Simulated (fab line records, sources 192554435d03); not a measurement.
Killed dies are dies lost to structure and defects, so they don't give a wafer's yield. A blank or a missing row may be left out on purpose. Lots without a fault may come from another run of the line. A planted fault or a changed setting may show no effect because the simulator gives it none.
Which tool did it? | flow n5_finfet | 7 lots, 20 wafers sampled, at 6 steps of a route of 1938

WHAT THE GAUGES READ, wafer by wafer
N5_BEOL_M4_RC_MEAS_101. Usual: DIBL_N 37.7 mV/V, standard deviation 2; DIBL_P 37.7 mV/V, standard deviation 2.3; IOFF_N 0.18 nA/um, standard deviation 0.039; IOFF_P 0.23 nA/um, standard deviation 0.042; ION_N 681 uA/um, standard deviation 12; ION_P 463 uA/um, standard deviation 8; SS_N 71.9 mV/dec, standard deviation 0.68; SS_P 73.6 mV/dec, standard deviation 0.71; VT_N 248 mV, standard deviation 3.2; VT_P -249 mV, standard deviation 3.1.
lot  | measured     | on        | DIBL_N (mV/V)  | DIBL_P (mV/V)  | IOFF_N (nA/um) | IOFF_P (nA/um) | ION_N (uA/um) | ION_P (uA/um) | SS_N (mV/dec)  | SS_P (mV/dec)  | VT_N (mV)   | VT_P (mV)      | flag
L128 | day 12 09:55 | prober-01 | 36.0 41.0 37.1 | 33.5 39.8 35.3 | 0.15 0.31 0.17 | 0.17 0.28 0.20 | 683 702 672   | 459 465 459   | 71.5 72.3 71.9 | 73.2 74.6 73.7 | 248 239 247 | -252 -246 -250 |
L132 | day 12 17:31 | prober-02 | 36.9 40.1 35.0 | 37.8 40.5 34.6 | 0.16 0.25 0.14 | 0.22 0.27 0.18 | 654 685 679   | 455 462 455   | 71.3 73.1 71.2 | 74.1 74.9 73.2 | 252 244 250 | -251 -249 -253 |
L133 | day 13 17:46 | prober-01 | 36.3 39.2      | 37.5 41.1      | 0.16 0.23      | 0.21 0.26      | 684 700       | 469 471       | 72.1 72.5      | 73.8 75.4      | 252 245     | -249 -248      |
L136 | day 13 21:57 | prober-01 | 37.6 40.3 38.8 | 36.9 38.5 38.6 | 0.16 0.23 0.18 | 0.23 0.25 0.24 | 664 682 670   | 460 461 455   | 72.0 72.7 71.5 | 74.0 74.1 73.5 | 250 247 251 | -249 -245 -250 |
L138 | day 14 05:20 | prober-01 | 39.3 39.9 41.5 | 39.7 40.9 41.8 | 0.19 0.22 0.27 | 0.27 0.27 0.30 | 701 709 715   | 477 470 484   | 71.6 72.0 72.1 | 73.5 74.2 74.2 | 246 244 242 | -249 -249 -245 |
L143 | day 15 22:14 | prober-02 | 37.4 40.2 36.1 | 38.8 41.9 37.4 | 0.16 0.23 0.15 | 0.23 0.27 0.20 | 663 682 674   | 454 461 456   | 71.4 72.8 71.9 | 74.0 74.6 73.9 | 254 246 252 | -251 -249 -252 |
L148 | day 17 01:52 | prober-02 | 38.5 35.3 36.5 | 36.9 35.0 36.6 | 0.20 0.15 0.15 | 0.21 0.19 0.20 | 681 682 671   | 464 464 457   | 72.8 71.3 71.7 | 73.6 73.6 73.2 | 247 248 251 | -249 -249 -249 |

N5_BEOL_M15_RC_MEAS_101. Usual: etest_temp_c 25.00 C, standard deviation 0.098; COMB_M10 1.5e-11 S/m, standard deviation 3.1e-12; COMB_M11 1.42e-11 S/m, standard deviation 2.6e-12; COMB_M12 6.6e-12 S/m, standard deviation 1.5e-12; COMB_M13 5e-12 S/m, standard deviation 1.3e-12; COMB_M14 3.6e-12 S/m, standard deviation 6.7e-13; COMB_M15 2.5e-12 S/m, standard deviation 6.2e-13; COMB_M5 3.6e-11 S/m, standard deviation 7e-12; COMB_M6 2.5e-11 S/m, standard deviation 4.8e-12; COMB_M7 2.6e-11 S/m, standard deviation 5.1e-12; COMB_M7_max_site 3.7e-11 S/m, standard deviation 9.9e-12; COMB_M8 2.6e-11 S/m, standard deviation 5.6e-12; COMB_M9 1.42e-11 S/m, standard deviation 2.8e-12; SERP_M10 3.09 ohm/um, standard deviation 0.12; SERP_M11 3.08 ohm/um, standard deviation 0.1; SERP_M12 0.643 ohm/um, standard deviation 0.024; SERP_M13 0.313 ohm/um, standard deviation 0.0086; SERP_M14 0.161 ohm/um, standard deviation 0.0059; SERP_M14_max_site 0.163 ohm/um, standard deviation 0.006; SERP_M5 38.8 ohm/um, standard deviation 2; SERP_M6 13.9 ohm/um, standard deviation 0.81; SERP_M7 13.7 ohm/um, standard deviation 0.69; SERP_M7_max_site 14.3 ohm/um, standard deviation 0.74; SERP_M8 14.1 ohm/um, standard deviation 0.76; SERP_M9 3.10 ohm/um, standard deviation 0.11.
lot  | measured     | on        | etest_temp_c (C)  | COMB_M10 (S/m)          | COMB_M11 (S/m)             | COMB_M12 (S/m)           | COMB_M13 (S/m)          | COMB_M14 (S/m)          | COMB_M15 (S/m)          | COMB_M5 (S/m)           | COMB_M6 (S/m)           | COMB_M7 (S/m)           | COMB_M7_max_site (S/m)     | COMB_M8 (S/m)           | COMB_M9 (S/m)              | SERP_M10 (ohm/um) | SERP_M11 (ohm/um) | SERP_M12 (ohm/um) | SERP_M13 (ohm/um) | SERP_M14 (ohm/um) | SERP_M14_max_site (ohm/um) | SERP_M5 (ohm/um) | SERP_M6 (ohm/um) | SERP_M7 (ohm/um) | SERP_M7_max_site (ohm/um) | SERP_M8 (ohm/um) | SERP_M9 (ohm/um) | flag
L128 | day 16 14:02 | prober-01 | 24.99 25.20 24.98 | 1.3e-11 1.3e-11 1.1e-11 | 1.59e-11 1.37e-11 1.11e-11 | 4.8e-12 7.5e-12 5.3e-12  | 6.4e-12 6.1e-12 4.5e-12 | 4.5e-12 3e-12 2.8e-12   | 2.3e-12 1.9e-12 2.2e-12 | 3.5e-11 3.5e-11 5.8e-11 | 1.9e-11 2.1e-11 3.2e-11 | 2.8e-11 3e-11 3.5e-11   | 3.4e-11 3.7e-11 5.6e-11    | 3.2e-11 2.4e-11 2.7e-11 | 1.05e-11 1.66e-11 1.76e-11 | 3.18 3.08 3.15    | 3.02 3.07 3.13    | 0.630 0.663 0.640 | 0.313 0.310 0.304 | 0.167 0.155 0.157 | 0.170 0.156 0.159          | 34.7 40.6 40.1   | 13.0 13.6 13.4   | 13.9 13.0 14.2   | 14.4 13.5 14.5            | 13.3 14.1 13.9   | 3.23 3.21 3.06   |
L132 | day 17 06:29 | prober-01 | 25.09 24.97 25.10 | 1.4e-11 1.6e-11 1.5e-11 | 1.16e-11 8.2e-12 1.05e-11  | 4.3e-12 5.3e-12 5e-12    | 4.8e-12 4.8e-12 3.4e-12 | 3.8e-12 3.7e-12 3.5e-12 | 2.2e-12 2.3e-12 2.2e-12 | 3.2e-11 3.4e-11 4.1e-11 | 2.8e-11 3.5e-11 2.1e-11 | 2.5e-11 2.3e-11 2.4e-11 | 4.3e-11 2.7e-11 4.3e-11    | 2.1e-11 2.7e-11 2.9e-11 | 1.37e-11 1.53e-11 2.12e-11 | 2.90 3.10 3.07    | 3.09 2.90 3.15    | 0.627 0.689 0.678 | 0.306 0.305 0.311 | 0.173 0.163 0.166 | 0.174 0.165 0.167          | 39.7 35.8 33.9   | 14.8 15.5 14.4   | 14.6 15.0 13.5   | 15.2 15.8 13.8            | 13.0 14.3 14.7   | 2.86 3.01 2.95   |
L133 | day 17 16:31 | prober-02 | 25.09 25.08       | 1.5e-11 1.1e-11         | 1.59e-11 1.87e-11          | 8e-12 6.8e-12            | 3.7e-12 4.3e-12         | 4e-12 3.6e-12           | 3.2e-12 3.3e-12         | 3e-11 3.1e-11           | 2.5e-11 2.2e-11         | 2.4e-11 3.3e-11         | 3.3e-11 5.1e-11            | 1.8e-11 2.6e-11         | 1.26e-11 1.12e-11          | 3.11 3.25         | 3.08 3.03         | 0.668 0.625       | 0.305 0.297       | 0.155 0.167       | 0.158 0.169                | 37.7 37.2        | 14.6 13.9        | 13.1 13.5        | 13.5 14.1                 | 13.7 14.0        | 3.13 3.17        |
L136 | day 17 08:45 | prober-01 | 24.91 24.92 24.93 | 1.3e-11 1.3e-11 1.3e-11 | 1.03e-11 1.07e-11 1.09e-11 | 6.2e-12 5.2e-12 5.2e-12  | 4.4e-12 4.2e-12 5e-12   | 3.3e-12 5.3e-12 3.8e-12 | 3.3e-12 2.2e-12 2.2e-12 | 2.9e-11 2.9e-11 3.1e-11 | 2.1e-11 2.2e-11 2.9e-11 | 2.7e-11 2.7e-11 2.1e-11 | 3.8e-11 4.1e-11 3.3e-11    | 2.9e-11 2.6e-11 2.9e-11 | 1.25e-11 1.86e-11 1.51e-11 | 3.30 3.13 3.11    | 2.97 2.91 3.03    | 0.652 0.646 0.677 | 0.319 0.297 0.309 | 0.158 0.162 0.159 | 0.160 0.164 0.160          | 37.8 42.6 41.1   | 13.2 13.9 12.5   | 12.8 13.3 13.8   | 13.3 13.6 14.3            | 14.6 14.5 13.6   | 3.17 3.08 3.03   |
L138 | day 17 19:54 | prober-02 | 24.88 24.94 24.97 | 1.1e-11 1.9e-11 1.5e-11 | 1.4e-11 1.32e-11 1.56e-11  | 4.4e-12 6.4e-12 5.6e-12  | 5.2e-12 5.9e-12 6.1e-12 | 4.7e-12 3.8e-12 3.2e-12 | 2.8e-12 2.6e-12 3.1e-12 | 4.8e-11 2.7e-11 6.3e-11 | 2.4e-11 2.2e-11 2e-11   | 3.8e-11 3.7e-11 3.7e-11 | 1.77e-10 2.57e-10 1.65e-10 | 2.4e-11 3.4e-11 2.4e-11 | 1.59e-11 1.41e-11 1.88e-11 | 3.02 3.00 3.04    | 3.09 3.01 2.94    | 0.620 0.659 0.651 | 0.325 0.327 0.325 | 0.150 0.155 0.162 | 0.152 0.157 0.164          | 36.5 38.5 37.7   | 14.9 14.4 15.5   | 13.4 12.7 12.4   | 14.0 13.0 13.0            | 14.1 14.2 15.6   | 3.10 3.06 3.28   | OFF
L143 | day 19 09:42 | prober-01 | 24.91 24.98 25.13 | 1.6e-11 1.7e-11 1.2e-11 | 1.59e-11 1.22e-11 1.42e-11 | 5.6e-12 4.4e-12 1.02e-11 | 6.8e-12 4.4e-12 6.3e-12 | 4.4e-12 3e-12 3.5e-12   | 1.4e-12 1.4e-12 2.9e-12 | 2.8e-11 3.3e-11 4.1e-11 | 2.3e-11 2.5e-11 3.1e-11 | 4.2e-11 8.2e-11 4.8e-11 | 3.5e-10 2.54e-10 2.34e-10  | 3.1e-11 3.7e-11 2.3e-11 | 1.36e-11 1.45e-11 1.57e-11 | 3.10 3.09 2.87    | 3.05 3.21 3.05    | 0.661 0.663 0.678 | 0.317 0.332 0.318 | 0.164 0.168 0.153 | 0.165 0.171 0.156          | 40.1 39.6 40.3   | 13.9 13.6 13.5   | 13.4 12.7 13.0   | 13.7 13.3 13.7            | 13.7 13.6 13.5   | 3.07 2.98 2.91   | OFF
L148 | day 21 03:32 | prober-01 | 25.06 25.14 25.03 | 1e-11 1.2e-11 1.2e-11   | 1.45e-11 2.03e-11 1.39e-11 | 5.6e-12 5.9e-12 6.4e-12  | 8.3e-12 5e-12 4.7e-12   | 2.4e-12 3.5e-12 2.2e-12 | 1.9e-12 1.6e-12 1.4e-12 | 2.8e-11 2.7e-11 3.2e-11 | 2.6e-11 3.1e-11 3.1e-11 | 2.7e-11 2.4e-11 3.1e-11 | 3.7e-11 3.2e-11 4.9e-11    | 2.8e-11 2.8e-11 3.7e-11 | 9.2e-12 9.7e-12 1.08e-11   | 3.16 3.15 2.89    | 3.16 3.28 3.15    | 0.626 0.617 0.640 | 0.322 0.309 0.310 | 0.167 0.167 0.167 | 0.168 0.170 0.169          | 40.1 39.8 38.6   | 12.9 14.0 13.6   | 13.2 13.5 12.9   | 13.7 14.0 13.3            | 13.2 13.1 13.6   | 2.96 3.02 3.02   |

WHICH TOOL RAN EACH LOT (tool, then ch and the chambers of the sampled wafers, then the start)
lot  | N5_BEOL_M7_ALD_77                   | N5_BEOL_M15_STRIP_37                          | N5_BEOL_M15_PRE_CLEAN_42     | N5_BEOL_M15_SPUTTER_44
L128 | ald_metal-03 ch 0,1,3, day 13 16:59 | rie_diel-03 ch 0,3, day 16 12:40 or earlier   | pvd_sputter-03, day 16 12:40 | pvd_sputter-03, day 16 12:47
L132 | ald_metal-03 ch 1,2,3, day 13 19:45 | rie_diel-03 ch 0,1,3, day 17 04:59 or earlier | pvd_sputter-02, day 17 04:59 | pvd_sputter-02, day 17 05:06
L133 | ald_metal-01 ch 2,3, day 14 21:29   | rie_diel-02 ch 0,1, day 17 14:40 or earlier   | pvd_sputter-01, day 17 14:40 | pvd_sputter-01, day 17 14:47
L136 | ald_metal-03 ch 1,2,3, day 15 01:09 | rie_diel-03 ch 0,1,3, day 17 07:06 or earlier | pvd_sputter-01, day 17 07:06 | pvd_sputter-01, day 17 07:13
L138 | ald_metal-03 ch 2,3, day 15 07:25   | rie_diel-03 ch 0,2, day 17 18:23 or earlier   | pvd_sputter-02, day 17 18:23 | pvd_sputter-02, day 17 18:31
L143 | ald_metal-03 ch 0,1, day 17 01:40   | rie_diel-02 ch 0,1,2, day 19 08:11 or earlier | pvd_sputter-03, day 19 08:11 | pvd_sputter-03, day 19 08:18
L148 | ald_metal-01 ch 0,2, day 18 11:04   | rie_diel-06 ch 0,1,2, day 21 02:13 or earlier | pvd_sputter-03, day 21 02:13 | pvd_sputter-03, day 21 02:20
- N5_BEOL_M7_ALD_77: deposits TaN, target thk 2 nm, pulse time 2 s, purge time 3 s.
- N5_BEOL_M15_STRIP_37: strips in O2.
- N5_BEOL_M15_PRE_CLEAN_42: time 30 s.
- N5_BEOL_M15_SPUTTER_44: material Ta, target thk 15 nm, time 24.19 s.

WHAT THE TOOLS THEMSELVES READ (means of the sampled wafers that have a number; where no wafer has one, the mark that the record gives instead)
N5_BEOL_M7_ALD_77. Usual: heater_power_outer_w 238 W, standard deviation 28; heater_power_w 439 W, standard deviation 44.
lot  | tool         | heater_power_outer_w (W) | heater_power_w (W) | flag
L128 | ald_metal-03 | 241                      | 437                |
L132 | ald_metal-03 | 231                      | 407                |
L133 | ald_metal-01 | 226                      | 426                |
L136 | ald_metal-03 | 227                      | 411                |
L138 | ald_metal-03 | 244                      | 436                |
L143 | ald_metal-03 | 225                      | 407                |
L148 | ald_metal-01 | 200                      | 386                |

N5_BEOL_M15_STRIP_37. Usual: drypump_motor_current_A 5.6 A, standard deviation 0.41; o2_flow_sccm 225.1 sccm, standard deviation 0.62; oes_product_au 0.79 a.u., standard deviation 0.091; rf_vpp_V 3.7 V, standard deviation 0.64; showerhead_plenum_p_Torr 2.11 Torr, standard deviation 0.08; throttle_valve_pct 16.6 %, standard deviation 0.31.
lot  | tool        | drypump_motor_current_A (A) | o2_flow_sccm (sccm) | oes_product_au (a.u.) | rf_vpp_V (V) | showerhead_plenum_p_Torr (Torr) | throttle_valve_pct (%) | flag
L128 | rie_diel-03 | 5.6                         | 225.5               | 0.80                  | 3.4          | 2.05                            | 16.7                   |
L132 | rie_diel-03 | 5.9                         | 225.2               | 0.81                  | 4.5          | 2.08                            | 16.6                   |
L133 | rie_diel-02 | 5.3                         | 225.0               | 0.74                  | 4.0          | 2.05                            | 16.9                   |
L136 | rie_diel-03 | 5.9                         | 224.8               | 0.81                  | 3.5          | 2.08                            | 16.6                   |
L138 | rie_diel-03 | 5.5                         | 225.1               | 0.88                  | 3.6          | 2.10                            | 16.4                   |
L143 | rie_diel-02 | 5.5                         | 225.5               | 0.79                  | 3.2          | 2.11                            | 16.9                   |
L148 | rie_diel-06 | 5.7                         | 225.1               | 0.84                  | 3.5          | 2.05                            | 16.5                   |

N5_BEOL_M15_PRE_CLEAN_42. Usual: heater_power_w 463 W, standard deviation 65.
lot  | tool           | heater_power_w (W) | flag
L128 | pvd_sputter-03 | 470                |
L132 | pvd_sputter-02 | 470                |
L133 | pvd_sputter-01 | 494                |
L136 | pvd_sputter-01 | 410                |
L138 | pvd_sputter-02 | 468                |
L143 | pvd_sputter-03 | 465                |
L148 | pvd_sputter-03 | 466                |

N5_BEOL_M15_SPUTTER_44. Usual: throttle_valve_pct 30.1 %, standard deviation 1.1.
lot  | tool           | throttle_valve_pct (%) | flag
L128 | pvd_sputter-03 | 29.2                   |
L132 | pvd_sputter-02 | 30.4                   |
L133 | pvd_sputter-01 | 31.5                   |
L136 | pvd_sputter-01 | 29.5                   |
L138 | pvd_sputter-02 | 29.8                   |
L143 | pvd_sputter-03 | 30.8                   |
L148 | pvd_sputter-03 | 29.1                   |

THE ANSWER, worked out from the rows above alone
Rule: a lot is off if the mean of its wafers that have a number lies more than 3 standard deviations from the usual mean. A lot without any number at a reading at which 4 lots or more have one is off too. The other lots that the step has rows for count as sound. The gauges are gone through in route order, then the tools' own readings, and for those a lot's mean is taken as printed above. The first step at which some lot is off is used, and at that step the reading that is off furthest; a lot without a number counts as furthest.
Off: L138, L143, at N5_BEOL_M15_RC_MEAS_101 (COMB_M7_max_site).
A tool fits if, at a process step before that reading, it ran every lot that is off, and no sound lot after the first of them. The gauges at N5_BEOL_M15_RC_MEAS_101 are tried like those tools. N5_BEOL_M15_STRIP_37 gives no start for some lots, so the hours and the order of its lots are those of N5_BEOL_M15_PRE_CLEAN_42. One fits: ald_metal-03 at N5_BEOL_M7_ALD_77. Its last sound lot is L136 (day 15 01:09), its first lot that is off L138 (day 15 07:25): a fault that began between those two fits.

WHAT THE SIMULATOR HAD PUT IN
Site profile drift: ald_metal-03, from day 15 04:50 on, at N5_BEOL_M7_ALD_77. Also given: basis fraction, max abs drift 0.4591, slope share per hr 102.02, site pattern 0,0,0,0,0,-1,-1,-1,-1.
Lots struck among those shown: L138, L143. The rule above found the same.
